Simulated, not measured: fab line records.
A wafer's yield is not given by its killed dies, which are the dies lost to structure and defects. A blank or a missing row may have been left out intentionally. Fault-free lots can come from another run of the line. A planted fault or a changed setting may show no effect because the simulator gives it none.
fab line records -- flow n5_finfet
[record] lots = 10, wafers = 30, last_day = 17
route steps=1938 shown BEOL_M4@1111 MIM_TOP@1836 MIM_TOP_LITHO@1848 PASSIVATION@1907
lots with no fault: from the same line, run without faults
start_h: hours from the record's first day to the start of the lot's first wafer shown -- wait_h: hours from the lot's prior step to this one -- " the same as in the row above -- L1.1+2: several wafers, shown together as one row -- - no value present, or no start provided -- * or withheld: withheld -- < > ~ a bound
route shown NAME@n: a module of which the file shows steps, and the number in the route of the first -- usual: mean/standard deviation of fault-free wafers -- same: alike in all rows -- chamber/n: place in a boat -- sites: each site's reading -- _std_site: the standard deviation of these -- _edge_site: the outer-site mean with the inner-site mean subtracted -- radius_mm: how far each site lies from the wafer's centre -- mask NAME#n: copy n -- behind: the tool/chamber that last shaped the wafer -- hold: cause of the lot's hold/its duration in hours/its outcome -- device: the transistor (n, p or np) that didn't switch -- end of line: the same wafers' tests at the end of the route -- where a step has no rows: the recipe by itself -- killed: count of dies lost to structure and defects at first sort (not the wafer's yield) -- map: shows each die of a wafer: x if killed, . if not, _ if none is there
set.NAME: the setting as run; set.NAME@STEP: as run at that earlier step -- model.NAME: the simulator's own value behind a step, which no gauge read
route steps across a sampled set of lots; one table per step, one row per wafer
services: from which hour (start_h, from the record's first day; less than 0 if before it) a tool's chamber was out of use, for how many hours, and why
[[steps]]
[step N5_BEOL_M4_RC_MEAS_101]
[usual] DIBL_N = 35.9/1.3, DIBL_P = 35.9/1.6, IOFF_N = 0.156/0.022, IOFF_P = 0.205/0.023, ION_N = 675/9, ION_P = 463/5.6, SS_N = 71.4/0.57, SS_P = 73.1/0.52, VT_N = 249.7/2.8, VT_P = -250.2/2.5
lot.wafer,tool,chamber,start_h,wait_h,DIBL_N[mV/V],DIBL_P[mV/V],IOFF_N[nA/um],IOFF_P[nA/um],ION_N[uA/um],ION_P[uA/um],SS_N[mV/dec],SS_P[mV/dec],VT_N[mV],VT_P[mV]
L310.1,prober-02,0,172.14,0.0,35.6,34.2,0.159,0.222,675,464,71.5,73.0,246.2,-248.6
L310.3,prober-02,0,172.14,0.0,35.5,34.0,0.150,0.217,666,461,72.1,72.8,250.6,-248.1
L310.6,prober-02,0,172.14,0.0,35.9,33.5,0.156,0.207,667,457,71.5,72.6,248.4,-250.1
L312.1,prober-02,0,178.45,0.0,35.7,36.3,0.169,0.208,679,460,71.8,73.6,247.4,-251.9
L312.2,prober-02,0,178.45,0.0,34.0,33.5,0.136,0.173,663,454,71.2,72.4,252.1,-254.5
L312.5,prober-02,0,178.45,0.0,36.6,37.3,0.185,0.220,680,463,72.8,72.9,247.1,-251.7
L311.1,prober-02,0,180.85,0.0,37.0,36.3,0.171,0.212,677,457,72.1,73.2,249.5,-248.3
L311.3,prober-02,0,180.85,0.0,37.4,37.6,0.182,0.231,680,462,71.4,73.9,246.6,-246.2
L311.5,prober-02,0,180.85,0.0,35.8,35.2,0.143,0.192,673,457,71.3,73.3,249.4,-250.7
L319.4,prober-02,0,229.07,0.5,37.8,38.1,0.183,0.241,682,470,71.0,72.9,244.8,-247.0
L319.5,prober-02,0,229.07,0.5,37.2,36.9,0.177,0.222,690,469,71.2,73.4,247.2,-250.9
L319.6,prober-02,0,229.07,0.5,37.6,38.3,0.184,0.236,684,469,71.0,73.7,247.3,-250.2
L321.1,prober-02,0,232.97,0.0,36.5,36.7,0.175,0.234,696,470,71.0,74.0,247.7,-250.7
L321.2,prober-02,0,232.97,0.0,33.9,34.2,0.130,0.192,676,469,71.2,73.2,251.0,-249.3
L321.6,prober-02,0,232.97,0.0,35.3,34.9,0.142,0.204,682,468,71.3,73.2,249.8,-249.6
L323.1,prober-02,0,256.13,0.0,35.0,34.1,0.152,0.185,682,461,71.5,72.6,249.4,-250.4
L323.4,prober-02,0,256.13,0.0,35.4,34.7,0.160,0.192,683,458,71.3,72.6,248.1,-252.3
L323.5,prober-02,0,256.13,0.0,34.6,34.4,0.155,0.186,685,465,71.3,72.8,248.4,-250.2
L325.3,prober-01,0,262.17,0.3,35.8,35.4,0.154,0.198,684,464,71.5,72.8,249.4,-249.8
L325.4,prober-01,0,262.17,0.3,36.7,36.7,0.179,0.222,679,465,71.5,73.8,247.4,-249.7
L325.6,prober-01,0,262.17,0.3,33.9,33.8,0.128,0.175,664,457,71.3,72.9,250.7,-252.9
L328.3,prober-01,0,293.60,0.3,35.7,37.2,0.150,0.185,666,457,71.5,72.9,252.0,-253.1
L328.4,prober-01,0,293.60,0.3,35.8,37.6,0.152,0.198,665,459,71.9,73.2,249.6,-253.4
L328.6,prober-01,0,293.60,0.3,34.8,36.8,0.139,0.183,665,456,71.7,72.6,252.1,-254.4
L332.2,prober-02,0,298.43,0.2,38.9,38.9,0.200,0.240,683,463,71.4,74.7,246.9,-249.0
L332.3,prober-02,0,298.43,0.2,38.1,36.9,0.182,0.209,680,460,71.7,73.5,248.8,-250.7
L332.6,prober-02,0,298.43,0.2,37.4,36.3,0.172,0.203,680,462,71.7,73.1,250.2,-252.5
L329.1,prober-01,0,302.79,0.0,34.5,35.4,0.140,0.186,673,460,71.1,72.7,249.2,-253.0
L329.4,prober-01,0,302.79,0.0,35.3,36.1,0.154,0.202,676,459,72.1,72.4,250.1,-250.4
L329.6,prober-01,0,302.79,0.0,32.4,33.1,0.116,0.156,664,457,70.8,72.0,254.7,-251.6
[step N5_MIM_TOP_ALD_02]
[recipe] material = Al2O3, target_thk_a = *, temp_c = withheld, ald_precursor_family = TMA, ald_co_reactant = O3, pulse_time_s = withheld, purge_time_s = 3, co_reactant_purge_time_s = withheld, co_reactant_pulse_time_s = 3, ald_cycles = withheld
[usual] precursor_pulse_height_rel = 1.003/0.018
lot.wafer,tool,chamber,start_h,wait_h,precursor_pulse_height_rel
L310.1,ald_hk-03,0,-,-,1.022
L310.3,ald_hk-03,3,-,-,1.006
L310.6,ald_hk-03,3,-,-,1.027
L312.1,ald_hk-01,0,-,-,0.988
L312.2,ald_hk-01,3,-,-,0.996
L312.5,ald_hk-01,0,-,-,1.019
L311.1,ald_hk-02,2,-,-,1.041
L311.3,ald_hk-02,1,-,-,0.976
L311.5,ald_hk-02,3,-,-,0.996
L319.4,ald_hk-01,0,-,-,0.999
L319.5,ald_hk-01,1,-,-,0.997
L319.6,ald_hk-01,2,-,-,0.985
L321.1,ald_hk-01,1,-,-,1.006
L321.2,ald_hk-01,2,-,-,0.993
L321.6,ald_hk-01,3,-,-,1.029
L325.3,ald_hk-02,1,-,-,1.016
L325.4,ald_hk-02,0,-,-,1.004
L325.6,ald_hk-02,3,-,-,1.002
L323.1,ald_hk-03,3,-,-,0.990
L323.4,ald_hk-03,0,-,-,0.996
L323.5,ald_hk-03,1,-,-,0.991
L329.1,ald_hk-02,2,-,-,0.998
L329.4,ald_hk-02,0,-,-,1.003
L329.6,ald_hk-02,1,-,-,1.011
L332.2,ald_hk-01,3,-,-,1.002
L332.3,ald_hk-01,0,-,-,1.028
L332.6,ald_hk-01,2,-,-,1.006
L328.3,ald_hk-01,3,-,-,1.007
L328.4,ald_hk-01,2,-,-,0.992
L328.6,ald_hk-01,3,-,-,1.050
[step N5_MIM_TOP_LITHO_OVL_MEAS_11]
[recipe] points_per_wafer = 44
[usual] MIM_TOP_OVL = 7/5.6
lot.wafer,tool,chamber,start_h,wait_h,MIM_TOP_OVL[nm]
L310.1,overlay-01,0,257.52,0.0,10
L310.3,overlay-01,0,257.52,0.0,3
L310.6,overlay-01,0,257.52,0.0,8
L312.1,overlay-02,0,269.21,0.0,-8
L312.2,overlay-02,0,269.21,0.0,4
L312.5,overlay-02,0,269.21,0.0,0
L311.1,overlay-02,0,269.41,0.0,11
L311.3,overlay-02,0,269.41,0.0,5
L311.5,overlay-02,0,269.41,0.0,3
L319.4,overlay-01,0,323.02,0.0,18
L319.5,overlay-01,0,323.02,0.0,6
L319.6,overlay-01,0,323.02,0.0,17
L321.1,overlay-01,0,328.72,0.0,-8
L321.2,overlay-01,0,328.72,0.0,-1
L321.6,overlay-01,0,328.72,0.0,10
L325.3,overlay-01,0,348.62,0.0,9
L325.4,overlay-01,0,348.62,0.0,14
L325.6,overlay-01,0,348.62,0.0,11
L323.1,overlay-02,0,349.13,0.0,8
L323.4,overlay-02,0,349.13,0.0,12
L323.5,overlay-02,0,349.13,0.0,8
L329.1,overlay-02,0,394.31,0.0,12
L329.4,overlay-02,0,394.31,0.0,10
L329.6,overlay-02,0,394.31,0.0,12
L332.2,overlay-01,0,394.43,0.0,12
L332.3,overlay-01,0,394.43,0.0,10
L332.6,overlay-01,0,394.43,0.0,6
L328.3,overlay-01,0,397.95,0.0,2
L328.4,overlay-01,0,397.95,0.0,5
L328.6,overlay-01,0,397.95,0.0,7
[step N5_PASSIVATION_INSPECT_64]
[recipe] mode = adi, inspect_instrument = macro
[usual] raw_defect_count = 2.0/1.3
lot.wafer,tool,chamber,start_h,wait_h,raw_defect_count
L310.1,defect_inspect-02,-,261.69,0.0,5
L310.3,defect_inspect-02,-,261.69,0.0,3
L310.6,defect_inspect-02,-,261.69,0.0,2
L312.1,defect_inspect-01,-,272.96,0.0,2
L312.2,defect_inspect-01,-,272.96,0.0,1
L312.5,defect_inspect-01,-,272.96,0.0,1
L311.1,defect_inspect-02,-,273.24,0.0,2
L311.3,defect_inspect-02,-,273.24,0.0,3
L311.5,defect_inspect-02,-,273.24,0.0,3
L319.4,defect_inspect-02,-,328.62,0.0,2
L319.5,defect_inspect-02,-,328.62,0.0,3
L319.6,defect_inspect-02,-,328.62,0.0,1
L321.1,defect_inspect-02,-,334.52,0.0,0
L321.2,defect_inspect-02,-,334.52,0.0,2
L321.6,defect_inspect-02,-,334.52,0.0,1
L325.3,defect_inspect-01,-,353.36,0.0,1
L325.4,defect_inspect-01,-,353.36,0.0,2
L325.6,defect_inspect-01,-,353.36,0.0,3
L323.1,defect_inspect-02,-,357.43,0.0,1
L323.4,defect_inspect-02,-,357.43,0.0,1
L323.5,defect_inspect-02,-,357.43,0.0,4
L332.2,defect_inspect-01,-,404.13,0.0,0
L332.3,defect_inspect-01,-,404.13,0.0,1
L332.6,defect_inspect-01,-,404.13,0.0,1
L329.1,defect_inspect-01,-,404.44,0.0,2
L329.4,defect_inspect-01,-,404.44,0.0,2
L329.6,defect_inspect-01,-,404.44,0.0,5
L328.3,defect_inspect-01,-,404.91,0.0,0
L328.4,defect_inspect-01,-,404.91,0.0,2
L328.6,defect_inspect-01,-,404.91,0.0,1
[step N5_PASSIVATION_PECVD_53]
[recipe] material = SiO2, target_thk_a = 8000, temp_c = 400, precursor = TEOS/O2, pressure_torr = 6.5, rf_w = withheld, teos_flow_sccm = withheld, gas = O2, flow_sccm = 2650, time_s = 169.4
[usual] chamber_pressure_Torr = 6.500/0.015, susceptor_temp_C = 399.99/0.21
[same] time_s = 169.4
lot.wafer,tool,chamber,start_h,wait_h,chamber_pressure_Torr,susceptor_temp_C
L310.1,pecvd-03,1,262.83,0.0,6.501,400.13
L310.3,pecvd-03,2,262.83,0.0,6.494,400.34
L310.6,pecvd-03,0,262.83,0.0,6.510,400.09
L312.1,pecvd-04,0,274.31,0.0,6.506,399.69
L312.2,pecvd-04,1,274.31,0.0,6.490,400.27
L312.5,pecvd-04,2,274.31,0.0,6.524,399.92
L311.1,pecvd-03,0,274.87,0.0,6.508,399.60
L311.3,pecvd-03,2,274.87,0.0,6.494,399.97
L311.5,pecvd-03,0,274.87,0.0,6.504,400.03
L319.4,pecvd-02,1,329.83,0.1,6.492,399.57
L319.5,pecvd-02,2,329.83,0.1,6.508,375.24
L319.6,pecvd-02,0,329.83,0.1,6.505,399.78
L321.1,pecvd-02,0,335.69,0.0,6.522,400.12
L321.2,pecvd-02,1,335.69,0.0,6.531,400.34
L321.6,pecvd-02,2,335.69,0.0,6.505,375.10
L325.3,pecvd-02,1,354.55,0.1,6.509,399.87
L325.4,pecvd-02,0,354.55,0.1,6.506,400.06
L325.6,pecvd-02,0,354.55,0.1,6.477,399.94
L323.1,pecvd-04,1,359.07,0.0,6.493,400.44
L323.4,pecvd-04,2,359.07,0.0,6.501,399.76
L323.5,pecvd-04,0,359.07,0.0,6.505,399.89
L332.2,pecvd-04,1,405.29,0.0,6.493,400.08
L332.3,pecvd-04,0,405.29,0.0,6.489,399.94
L332.6,pecvd-04,0,405.29,0.0,6.512,399.89
L329.1,pecvd-04,2,405.64,0.0,6.516,399.92
L329.4,pecvd-04,0,405.64,0.0,6.478,400.01
L329.6,pecvd-04,2,405.64,0.0,6.514,400.04
L328.3,pecvd-04,0,406.19,0.0,6.499,399.97
L328.4,pecvd-04,1,406.19,0.0,6.508,399.94
L328.6,pecvd-04,0,406.19,0.0,6.485,400.08
[step N5_PASSIVATION_PROBE_49]
[usual] defect_limited_yield = 91.3/1.4, killed_at_M0_to_M3 = 35/11, killed_at_M4_up = 14/5.4, killed_at_contacts = 12/6.2, killed_at_front_end = 38/11, killed_at_other = 4.1/2.8, killed_dies = 103/17, killed_on_rim = 13/4, killed_open = 66/13, killed_short = 34/8.2, sort_bin_5_function = 5.1/0.89, sort_bin_6_memory = 3.3/0.72, sort_bin_8_speed = 0.00/0.0099, sort_n_pass = 1077/17, sort_yield_pct = 91.3/1.4
[same] gross_dies = 1180, killed_at_back_side = 0, sort_bin_4_leakage[%] = 0
lot.wafer,tool,chamber,start_h,wait_h,defect_limited_yield[%],killed_at_M0_to_M3,killed_at_M4_up,killed_at_contacts,killed_at_front_end,killed_at_other,killed_dies,killed_on_rim,killed_open,killed_short,sort_bin_5_function[%],sort_bin_6_memory[%],sort_bin_8_speed[%],sort_n_pass,sort_yield_pct[%]
L319.4,prober-02,-,334.24,0.2,92.1,22,11,11,33,16,93,12,49,42,4.8,2.5,0,1087,92.1
L319.5,prober-02,-,334.29,0.2,0.1,25,13,13,66,1062,1179,151,79,44,94.7,4.5,0,1,0.1
L319.6,prober-02,-,334.34,0.3,91.9,25,9,20,40,1,95,13,55,38,4.3,3.4,0,1085,91.9
L321.1,prober-02,-,339.41,0.0,91.4,40,15,9,36,1,101,11,64,37,5.0,3.5,0,1079,91.4
L321.2,prober-02,-,339.46,0.1,89.0,58,25,18,25,4,130,17,77,52,6.8,4.1,0,1050,89.0
L321.6,prober-02,-,339.66,0.3,0.1,49,16,19,36,1059,1179,151,64,59,95.7,3.6,0,1,0.1
L323.1,prober-02,-,362.96,0.0,88.7,41,22,9,53,8,133,21,97,36,6.9,3.6,0,1047,88.7
L323.4,prober-02,-,363.11,0.2,91.4,31,10,15,41,4,101,19,70,30,5.8,2.5,0,1079,91.4
L323.5,prober-02,-,363.16,0.2,89.7,48,18,6,43,6,121,21,83,36,5.7,4.1,0,1059,89.7
// killed by level:class
L319.4 FIN_SAQP:geometric_particle:short=16 MOL_CONTACT_COAG:geometric_particle:open=10 PASS1_DEP:geometric_particle:open=5 FIN_SAQP:geometric_particle:open=4 STI_FIN_REVEAL:geometric_particle:open=4 BEOL_M0:geometric_particle:short=3 BEOL_M0:geometric_particle:open=3 BEOL_M3:geometric_particle:open=3
L319.5 PASSIVATION:area_pecvd=1054 STI_FIN_REVEAL:geometric_particle:open=17 MOL_CONTACT_COAG:geometric_particle:open=10 FIN_SAQP:geometric_particle:short=9 BEOL_M1:geometric_particle:open=9 DUMMY_GATE:geometric_particle:open=9 GATE_CUT:geometric_particle:short=8 FIN_SAQP:geometric_particle:open=6
L319.6 FIN_SAQP:geometric_particle:open=9 FIN_SAQP:geometric_particle:short=9 MOL_CONTACT_COAG:geometric_particle:open=9 MOL_CONTACT_COAG:geometric_particle:short=9 BEOL_M1:geometric_particle:open=8 STI_FIN_REVEAL:geometric_particle:open=6 BEOL_M0_SAQP:geometric_particle:short=6 BEOL_M1:geometric_particle:short=5
L321.1 FIN_SAQP:geometric_particle:open=14 BEOL_M1:geometric_particle:short=13 MOL_CONTACT_COAG:geometric_particle:open=8 BEOL_M0_SAQP:geometric_particle:short=7 BEOL_M0_SAQP:geometric_particle:open=6 BEOL_M2:geometric_particle:open=6 BEOL_M4:geometric_particle:open=5 BEOL_M4:geometric_particle:short=5
L321.2 BEOL_M0_SAQP:geometric_particle:short=16 BEOL_M0_SAQP:geometric_particle:open=15 MOL_CONTACT_COAG:geometric_particle:open=15 BEOL_M4:geometric_particle:open=11 BEOL_M1:geometric_particle:short=9 BEOL_M2:geometric_particle:open=8 BEOL_M4:geometric_particle:short=8 FIN_SAQP:geometric_particle:open=5
L321.6 PASSIVATION:area_pecvd=1055 BEOL_M0_SAQP:geometric_particle:short=12 BEOL_M2:geometric_particle:open=12 MOL_CONTACT_COAG:geometric_particle:open=11 BEOL_M1:geometric_particle:short=11 BEOL_M4:geometric_particle:short=11 FIN_SAQP:geometric_particle:short=9 BEOL_M0_SAQP:geometric_particle:open=8
L323.1 FIN_SAQP:geometric_particle:open=14 BEOL_M4:geometric_particle:open=11 BEOL_M3:geometric_particle:open=10 BEOL_M1:geometric_particle:open=9 DUMMY_GATE:geometric_particle:open=8 MOL_CONTACT_COAG:geometric_particle:open=8 STI_FIN_REVEAL:geometric_particle:open=7 BEOL_M0_SAQP:geometric_particle:short=7
L323.4 MOL_CONTACT_COAG:geometric_particle:open=14 STI_FIN_REVEAL:geometric_particle:open=13 BEOL_M0_SAQP:geometric_particle:open=8 BEOL_M2:geometric_particle:open=8 FIN_SAQP:geometric_particle:short=6 BEOL_M0_SAQP:geometric_particle:short=6 BEOL_M4:geometric_particle:open=6 FIN_SAQP:geometric_particle:open=5
L323.5 BEOL_M0_SAQP:geometric_particle:short=12 BEOL_M0_SAQP:geometric_particle:open=12 STI_FIN_REVEAL:geometric_particle:open=8 BEOL_M2:geometric_particle:open=6 BEOL_M4:geometric_particle:open=6 FIN_SAQP:geometric_particle:open=5 DUMMY_GATE:geometric_particle:open=5 ILD0:geometric_particle:open=5
[[services]]
tool,chamber,start_h,hours,kind
pecvd-04,-,249.40,0.3,repair
pecvd-03,1,266.26,5.0,scheduled_down
pecvd-04,0,267.41,5.0,scheduled_down
pecvd-02,-,274.24,0.2,repair
pecvd-02,-,274.66,5.5,pm
ald_hk-03,-,286.24,1.2,pm
ald_hk-02,-,289.38,8.7,pm
pecvd-04,-,292.55,1.2,repair
pecvd-03,-,294.43,10.2,repair
pecvd-03,1,305.58,-,calibration
ald_hk-01,-,311.62,4.3,pm
ald_hk-02,-,320.80,2.7,repair
pecvd-02,2,349.91,6.0,repair
ald_hk-03,-,363.00,8.7,pm
pecvd-04,1,394.76,2.1,scheduled_down
pecvd-02,-,404.87,2.8,pm
[[key]]
[first_sign] step = N5_PASSIVATION_PECVD_53, reading = susceptor_temp_C, direction = down, sigmas = 99+, usual = *, struck = *
[effect] step = N5_PASSIVATION_PROBE_49, reading = killed_at_other, direction = up, sigmas = 99+, usual = 4.1, struck = 1060.5
[more_kills_born_at] N5_PASSIVATION_PECVD_53@pecvd-02 = 2109
met_at N5_PASSIVATION_PECVD_53
struck_lots L319,L321
struck_wafers L319.5,L321.6
later_rows_left_out L319.5,L321.6
not_acting_at N5_MIM_TOP_ALD_02,N5_MIM_TOP_LITHO_OVL_MEAS_11,N5_PASSIVATION_INSPECT_64
[fault] kind = process_parameter_drift, tool = pecvd-02, chamber = 2, onset_h = 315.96, steps = N5_PASSIVATION_PECVD_53, channel = temp_c, offset = *, shape = step, end_h = 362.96, acts_in = *, stated = *
// later_rows_left_out: the simulator's readings of these wafers behind a module that went badly wrong aren't trusted and aren't shown, but for the sort
